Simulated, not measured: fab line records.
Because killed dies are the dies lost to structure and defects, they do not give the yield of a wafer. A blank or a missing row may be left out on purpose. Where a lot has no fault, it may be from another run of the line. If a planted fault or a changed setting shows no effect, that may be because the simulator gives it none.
Lot-split experiment | flow n5 finfet | route with 1938 steps; 7 lots, 39 wafers read

## THE SPLIT ITSELF
At N5_FIN_SAQP_PECVD_06 (deposits a-Si from SiH4/He, target thk 60 nm, time 48.1 s), the setting time s was moved away from the recipe's 48.1 s on 6 of the 39 wafers read, by -57.5% to +19.6%. The other wafers ran this setting at the recipe's value.

## FROM THE SPLIT TO THE READING: what the file shows between them, 5 steps
- N5_FIN_SAQP_THK_MEAS_07
- N5_FIN_SAQP_HM_DEP_72: deposits SiO2 from SiH4/N2O, target thk 12 nm, time 7.2 s
- N5_FIN_SAQP_COAT_49: time 60 s, resist thk 100 nm
- N5_FIN_SAQP_HM_OPEN_73: chemistry CHF3/O2, target SiO2, stops on a-Si, target depth 12 nm, time 16.8 s
- N5_FIN_SAQP_STRIP_74: strips in CHF3/O2

## THE READING
oes product au, in a.u., at N5_FIN_SAQP_MANDREL_ETCH_22 (etches a-Si in HBr/Cl2, stops on SiNx, target depth 60 nm, bt time 10 s, time 30 s). Fault-free wafers of this fab line usually give 0.776 a.u., standard deviation 0.011 a.u.

wafer  | tool, chamber at the split | time s as run, s | against the recipe | oes product au, a.u. | against lot-mates on the recipe
L078.1 | pecvd-02, 2                | 57.54            | +19.6%             | 0.864                | +0.094
L078.2 | pecvd-02, 0                | 57.54            | +19.6%             | 0.872                | +0.102
L078.3 | pecvd-02, 1                | 48.1             | recipe             | 0.759                | -
L078.4 | pecvd-02, 1,2              | 48.1             | recipe             | 0.770                | -
L078.5 | pecvd-02, 1,2              | 48.1             | recipe             | 0.782                | -
L078.6 | pecvd-02, 0                | 57.54            | +19.6%             | 0.871                | +0.101
L079.1 | pecvd-02, 1                | 48.1             | recipe             | 0.761                | -
L079.2 | pecvd-02, 0                | 48.1             | recipe             | 0.799                | -
L079.3 | pecvd-02, 2                | 48.1             | recipe             | 0.767                | -
L079.4 | pecvd-02, 1                | 48.1             | recipe             | 0.773                | -
L079.5 | pecvd-02, 0                | 48.1             | recipe             | 0.764                | -
L079.6 | pecvd-02, 2                | 48.1             | recipe             | 0.781                | -
L082.1 | pecvd-01, 2                | 48.1             | recipe             | 0.785                | -
L082.2 | pecvd-01, 0                | 48.1             | recipe             | 0.770                | -
L082.3 | pecvd-01, 1                | 48.1             | recipe             | 0.784                | -
L082.4 | pecvd-01, 1                | 48.1             | recipe             | 0.785                | -
L082.5 | pecvd-01, 0                | 48.1             | recipe             | 0.773                | -
L082.6 | pecvd-01, 2                | 48.1             | recipe             | 0.768                | -
L083.1 | pecvd-01, 1                | 48.1             | recipe             | 0.766                | -
L083.2 | pecvd-01, 0                | 48.1             | recipe             | 0.774                | -
L083.3 | pecvd-01, 2                | 48.1             | recipe             | 0.779                | -
L083.4 | pecvd-01, 0                | 48.1             | recipe             | 0.787                | -
L083.5 | pecvd-01, 1                | 48.1             | recipe             | 0.775                | -
L083.6 | pecvd-01, 2                | 48.1             | recipe             | 0.767                | -
L086.1 | pecvd-01, 1                | 48.1             | recipe             | 0.779                | -
L086.2 | pecvd-01, 2                | 48.1             | recipe             | 0.764                | -
L086.3 | pecvd-01, 0                | 48.1             | recipe             | 0.764                | -
L086.4 | pecvd-01, 0                | 48.1             | recipe             | 0.775                | -
L086.5 | pecvd-01, 1                | 48.1             | recipe             | 0.793                | -
L086.6 | pecvd-01, 2                | 48.1             | recipe             | 0.764                | -
L090.1 | pecvd-02, 1                | 20.46            | -57.5%             | 0.520                | -0.244
L090.2 | pecvd-02, 0                | 20.46            | -57.5%             | 0.513                | -0.251
L090.3 | pecvd-02, 2                | 48.1             | recipe             | 0.746                | -
L090.4 | pecvd-02, 0                | 20.46            | -57.5%             | 0.524                | -0.240
L090.5 | pecvd-02, 1                | 48.1             | recipe             | 0.784                | -
L090.6 | pecvd-02, 2                | 48.1             | recipe             | 0.761                | -
L094.2 | pecvd-01, 1                | 48.1             | recipe             | 0.792                | -
L094.4 | pecvd-01, 2                | 48.1             | recipe             | 0.779                | -
L094.5 | pecvd-01, 1                | 48.1             | recipe             | 0.797                | -
Rows listing several chambers each stand for several wafers; the file does not say which wafer went through which chamber.

FIT RESULTS
A straight line over all 39 wafers: oes product au changes by +0.00449 a.u. for each +1% of time s; r = +0.99; the points scatter about the line by 0.011 a.u.
The same after taking each lot's own level away (the mean of its wafers on the recipe; 39 wafers): +0.00435 a.u. for each +1%; r = +0.99; scatter 0.011 a.u.
The reading moves by 0.25 a.u. for the largest change in time s, on that fit.
The lots' own levels span 0.7637 to 0.7893 a.u., that is 2.3 times the standard deviation above.
The two slopes are in agreement: the lot-to-lot level therefore moves the slope only a little.
Check: for one of the wafers moved furthest among these (-57.5%), held out of the fit, the line's prediction against its lot-mates is -0.251 a.u. It came out at -0.244 a.u. against them.

## THE WHOLE CHAIN: every reading that the file lists as answering this split, in the file's order
step                        | what it does                                                                       | reading                                                                           | change (the file's fit)                   | r (the file's)
N5_FIN_SAQP_PECVD_06        | deposits a-Si from SiH4/He, target thk 60 nm, time 48.1 s                          | a-Si_of_FIN_SAQP_PECVD_06.thk nm (the simulator's own value, which no gauge read) | +0.607 nm for each +1% of the setting     | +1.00
N5_FIN_SAQP_THK_MEAS_07     |                                                                                    | thk nm                                                                            | withheld for each +1% of the setting      | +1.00
N5_FIN_SAQP_MANDREL_ETCH_22 | etches a-Si in HBr/Cl2, stops on SiNx, target depth 60 nm, bt time 10 s, time 30 s | oes product au                                                                    | +0.00434 a.u. for each +1% of the setting | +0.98
N5_FIN_SAQP_MANDREL_ETCH_22 | etches a-Si in HBr/Cl2, stops on SiNx, target depth 60 nm, bt time 10 s, time 30 s | etch.depth nm (the simulator's own value, which no gauge read)                    | +0.608 nm for each +1% of the setting     | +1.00

## THE FILE'S OWN FIT
oes product au changes by +0.00434 a.u. for each +1% of time s, r = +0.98.
